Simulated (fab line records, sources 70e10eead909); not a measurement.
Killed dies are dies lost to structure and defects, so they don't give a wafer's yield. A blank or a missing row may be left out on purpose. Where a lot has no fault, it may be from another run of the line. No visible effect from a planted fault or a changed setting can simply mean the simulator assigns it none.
Which tool did it? -- flow nand_harc -- 11 lots with 33 wafers sampled at 5 steps, on a route of 1302 steps

## WHAT THE GAUGES READ, wafer by wafer
NHARC_END_SORT_01. Usual: killed_at_array 53, standard deviation 18; killed_at_other 1.0, standard deviation 1.2; killed_at_periphery 3.6, standard deviation 2.4; killed_dies 58, standard deviation 18; killed_open 3.4, standard deviation 1.8; killed_short 2.3, standard deviation 1.5.
lot,measured,on,killed_at_array,killed_at_other,killed_at_periphery,killed_dies,killed_open,killed_short,flag
L507,day 24 20:22,prober-02,23 26 20,0 1 0,3 5 6,26 32 26,2 8 1,2 1 2,
L509,day 25 04:14,prober-01,72 100 68,0 1 0,4 2 0,76 103 68,6 8 2,1 3 3,
L510,day 26 13:32,prober-01,35 29 32,0 1 0,4 4 4,39 34 36,6 4 8,1 1 1,
L514,day 27 09:52,prober-02,41 48 39,1 0 0,4 5 5,46 53 44,3 5 2,2 2 3,
L523,day 31 12:55,prober-01,674 671 673,2 2 1,1 4 3,677 677 677,3 4 5,0 2 4,OFF
L524,day 31 12:59,prober-02,675 673 675,0 1 1,2 3 1,677 677 677,5 0 2,1 2 0,OFF
L525,day 31 20:47,prober-02,62 66 85,0 0 0,6 2 2,68 68 87,5 2 4,2 5 4,
L526,day 32 21:18,prober-01,44 53 50,0 0 0,1 3 3,45 56 53,2 4 3,2 2 1,
L529,day 33 03:28,prober-01,57 42 33,0 0 0,3 4 3,60 46 36,2 3 4,3 5 0,
L527,day 32 21:48,prober-02,41 54 51,0 1 2,1 1 2,42 56 55,3 5 7,0 1 1,
L530,day 34 12:29,prober-01,47 64 57,0 0 0,3 0 5,50 64 62,1 3 7,1 1 1,

## WHICH TOOL RAN EACH LOT (tool, then ch and the chambers of the sampled wafers, then the start)
lot,NHARC_A_STAIRCASE_HM_OPEN_460,NHARC_A_STAIRCASE_ETCH_452,NHARC_A_STAIRCASE_HM_OPEN_463,NHARC_A_STAIRCASE_DEP_417
L507,"rie_diel-12 ch 0,3, day 17 08:39 or earlier","rie_diel-12 ch 1,2,3, day 17 08:39 or earlier","rie_diel-13 ch 0,2,3, day 17 08:39 or earlier","pecvd-04 ch 0,1,2, day 17 08:39"
L509,"rie_diel-12 ch 1,3, day 18 01:34 or earlier","rie_diel-12 ch 0,1, day 18 01:34 or earlier","rie_diel-02 ch 0,2, day 18 01:34 or earlier","pecvd-01 ch 0,2, day 18 01:34"
L510,"rie_diel-02 ch 0,2,3, day 19 00:05 or earlier","rie_diel-02 ch 0,2,3, day 19 00:05 or earlier","rie_diel-12 ch 2,3, day 19 00:05 or earlier","pecvd-02 ch 0,1, day 19 00:05"
L514,"rie_diel-02 ch 0,1,2, day 20 01:19 or earlier","rie_diel-02 ch 1,2, day 20 01:19 or earlier","rie_diel-13 ch 1,2, day 20 01:19 or earlier","pecvd-02 ch 0,2, day 20 01:19"
L523,"rie_diel-13 ch 1,3, day 23 22:40 or earlier","rie_diel-13 ch 1,2, day 23 22:40 or earlier","rie_diel-02 ch 0,3, day 23 22:40 or earlier","pecvd-04 ch 0,1,2, day 23 22:40"
L524,"rie_diel-02 ch 0,1,2, day 24 01:16 or earlier","rie_diel-02 ch 0,1,3, day 24 01:16 or earlier","rie_diel-12 ch 0,1,3, day 24 01:16 or earlier","pecvd-02 ch 1,2, day 24 01:16"
L525,"rie_diel-13 ch 1,2, day 24 13:44 or earlier","rie_diel-13 ch 0,3, day 24 13:44 or earlier","rie_diel-12 ch 0,1,2, day 24 13:44 or earlier","pecvd-04 ch 0,1,2, day 24 13:44"
L526,"rie_diel-12 ch 1,3, day 25 04:57 or earlier","rie_diel-12 ch 0,2,3, day 25 04:57 or earlier","rie_diel-12 ch 0,2,3, day 25 04:57 or earlier","pecvd-02 ch 0,1,2, day 25 04:57"
L529,"rie_diel-13 ch 2,3, day 25 18:38 or earlier","rie_diel-13 ch 1,2,3, day 25 18:38 or earlier","rie_diel-13 ch 0,2,3, day 25 18:38 or earlier","pecvd-01 ch 0,2, day 25 18:38"
L527,"rie_diel-12 ch 0,1,3, day 25 21:39 or earlier","rie_diel-12 ch 0,1,2, day 25 21:39 or earlier","rie_diel-12 ch 0,1,3, day 25 21:39 or earlier","pecvd-04 ch 1,2, day 25 21:39"
L530,"rie_diel-12 ch 0,3, day 26 18:54 or earlier","rie_diel-12 ch 0,3, day 26 18:54 or earlier","rie_diel-02 ch 0,1,3, day 26 18:54 or earlier","pecvd-04 ch 0,1,2, day 26 18:54"
- NHARC_A_STAIRCASE_HM_OPEN_460: chemistry O2/COS.
- NHARC_A_STAIRCASE_ETCH_452: etches the open film in CF4/O2, target depth 30 nm, overetch 3 nm, time 16.5 s.
- NHARC_A_STAIRCASE_HM_OPEN_463: chemistry O2/COS.
- NHARC_A_STAIRCASE_DEP_417: deposits Si3N4, target thk 60 nm.

## WHAT THE TOOLS THEMSELVES READ (means of the sampled wafers that have a number; where no wafer has one, the mark that the record gives instead)
NHARC_A_STAIRCASE_HM_OPEN_460. Usual: value, then standard deviation, for each; chamber_pressure_mTorr 20.002 mTorr / 0.019; drypump_motor_current_A 5.7 A / 0.57; mfc_ar_sccm 0.0012 sccm / 0.002; oes_product_au 1.001 a.u. / 0.0089; rf_vpp_V 467 V / 3.3; showerhead_plenum_p_Torr 3.10 Torr / 0.15; throttle_valve_pct 28.330 % / 0.0092.
lot,tool,chamber_pressure_mTorr (mTorr),drypump_motor_current_A (A),mfc_ar_sccm (sccm),oes_product_au (a.u.),rf_vpp_V (V),showerhead_plenum_p_Torr (Torr),throttle_valve_pct (%),flag
L507,rie_diel-12,20.008,5.4,0.0015,1.000,468,3.13,28.340,
L509,rie_diel-12,20.016,6.3,0.0008,1.015,468,3.13,28.328,
L510,rie_diel-02,20.013,6.1,0.0012,0.994,466,3.14,28.336,
L514,rie_diel-02,20.017,5.8,0.0012,0.989,470,3.25,28.333,
L523,rie_diel-13,20.005,5.7,0.0041,1.002,467,3.11,28.323,
L524,rie_diel-02,19.995,5.8,0.0012,1.001,470,3.24,28.334,
L525,rie_diel-13,20.010,6.0,0.0000,1.006,463,2.92,28.337,
L526,rie_diel-12,19.998,6.0,0.0015,0.992,468,3.15,28.325,
L529,rie_diel-13,20.016,5.4,0.0041,1.005,467,3.12,28.331,
L527,rie_diel-12,19.987,5.7,0.0008,1.005,466,3.05,28.322,
L530,rie_diel-12,20.019,5.4,0.0015,0.996,466,3.09,28.332,

NHARC_A_STAIRCASE_ETCH_452. Usual: value, then standard deviation, for each; chamber_pressure_mTorr 29.998 mTorr / 0.025; drypump_motor_current_A 5.7 A / 0.57; mfc_ar_sccm 0.0012 sccm / 0.002; oes_product_au 1.001 a.u. / 0.0088; rf_vpp_V 197.7 V / 1.6; showerhead_plenum_p_Torr 1.32 Torr / 0.069; throttle_valve_pct 13.398 % / 0.0093.
lot,tool,chamber_pressure_mTorr (mTorr),drypump_motor_current_A (A),mfc_ar_sccm (sccm),oes_product_au (a.u.),rf_vpp_V (V),showerhead_plenum_p_Torr (Torr),throttle_valve_pct (%),flag
L507,rie_diel-12,30.006,5.8,0.0008,1.000,197.9,1.31,13.396,
L509,rie_diel-12,29.994,5.9,0.0000,1.012,196.7,1.30,13.405,
L510,rie_diel-02,29.990,6.1,0.0012,1.004,198.7,1.34,13.401,
L514,rie_diel-02,29.977,6.0,0.0000,0.999,198.8,1.35,13.387,
L523,rie_diel-13,29.972,5.6,0.0000,0.994,196.5,1.25,13.402,
L524,rie_diel-02,30.003,5.6,0.0012,0.993,198.8,1.38,13.398,
L525,rie_diel-13,30.012,5.7,0.0048,0.998,197.9,1.35,13.391,
L526,rie_diel-12,29.991,5.2,0.0008,0.999,198.4,1.35,13.400,
L529,rie_diel-13,29.997,5.7,0.0021,1.006,197.2,1.29,13.396,
L527,rie_diel-12,29.973,5.5,0.0000,0.993,197.4,1.33,13.393,
L530,rie_diel-12,29.972,5.2,0.0008,1.004,196.2,1.28,13.400,

NHARC_A_STAIRCASE_HM_OPEN_463. Usual: value, then standard deviation, for each; chamber_pressure_mTorr 20.002 mTorr / 0.019; drypump_motor_current_A 5.7 A / 0.56; mfc_ar_sccm 0.0011 sccm / 0.0018; oes_product_au 1.002 a.u. / 0.0087; rf_vpp_V 467 V / 3.5; showerhead_plenum_p_Torr 3.11 Torr / 0.16; throttle_valve_pct 28.331 % / 0.01.
lot,tool,chamber_pressure_mTorr (mTorr),drypump_motor_current_A (A),mfc_ar_sccm (sccm),oes_product_au (a.u.),rf_vpp_V (V),showerhead_plenum_p_Torr (Torr),throttle_valve_pct (%),flag
L507,rie_diel-13,20.019,5.6,0.0027,1.012,467,3.10,28.328,
L509,rie_diel-02,20.007,6.1,0.0025,0.999,469,3.25,28.334,
L510,rie_diel-12,20.001,5.3,0.0008,1.008,465,3.00,28.322,
L514,rie_diel-13,19.993,6.0,0.0000,0.999,463,2.94,28.329,
L523,rie_diel-02,20.017,5.8,0.0025,1.004,469,3.21,28.330,
L524,rie_diel-12,19.989,5.7,0.0008,0.997,465,3.05,28.333,
L525,rie_diel-12,19.980,5.5,0.0000,1.009,467,3.11,28.329,
L526,rie_diel-12,20.014,5.2,0.0008,1.004,467,3.15,28.332,
L529,rie_diel-13,20.006,5.6,0.0027,1.007,466,3.08,28.330,
L527,rie_diel-12,20.009,5.7,0.0008,0.995,466,3.05,28.329,
L530,rie_diel-02,19.993,5.6,0.0012,0.998,469,3.21,28.325,

NHARC_A_STAIRCASE_DEP_417. Usual: heater_power_outer_w 409 W, standard deviation 69; heater_power_w 704 W, standard deviation 130.
lot,tool,heater_power_outer_w (W),heater_power_w (W),flag
L507,pecvd-04,416,710,
L509,pecvd-01,394,666,
L510,pecvd-02,352,630,
L514,pecvd-02,320,562,
L523,pecvd-04,-,-,OFF
L524,pecvd-02,-,-,OFF
L525,pecvd-04,427,732,
L526,pecvd-02,375,647,
L529,pecvd-01,362,625,
L527,pecvd-04,418,716,
L530,pecvd-04,416,719,

## THE ANSWER, worked out from the rows above alone
Rule: a lot is off if the mean of its wafers that have a number lies more than 3 standard deviations from the usual mean. Also off: a lot with no number at a reading for which 4 or more lots have one. Any other lot the step has rows for is counted as sound. Order of review: gauges by route order, followed by the tools' own readings, for which a lot's mean as printed above is used. At the first step where some lot is off, the reading lying furthest off is the one used; lots without a number count as furthest.
Off at NHARC_END_SORT_01 (killed_at_array): L523, L524.
If a tool, at a process step before that reading, ran all the lots that are off and no sound lot after the first of them, it fits. Not tried: the gauges at NHARC_END_SORT_01; whatever is off there is also off at NHARC_A_STAIRCASE_DEP_417, on other tools, and gauge error can't account for it. NHARC_A_STAIRCASE_HM_OPEN_460: start missing for some lots; hours and lot order therefore follow NHARC_A_STAIRCASE_DEP_417. NHARC_A_STAIRCASE_ETCH_452: start missing for some lots; hours and lot order therefore follow NHARC_A_STAIRCASE_DEP_417. NHARC_A_STAIRCASE_HM_OPEN_463: start missing for some lots; hours and lot order therefore follow NHARC_A_STAIRCASE_DEP_417. None of those tried fits.

## WHAT THE SIMULATOR PUT IN
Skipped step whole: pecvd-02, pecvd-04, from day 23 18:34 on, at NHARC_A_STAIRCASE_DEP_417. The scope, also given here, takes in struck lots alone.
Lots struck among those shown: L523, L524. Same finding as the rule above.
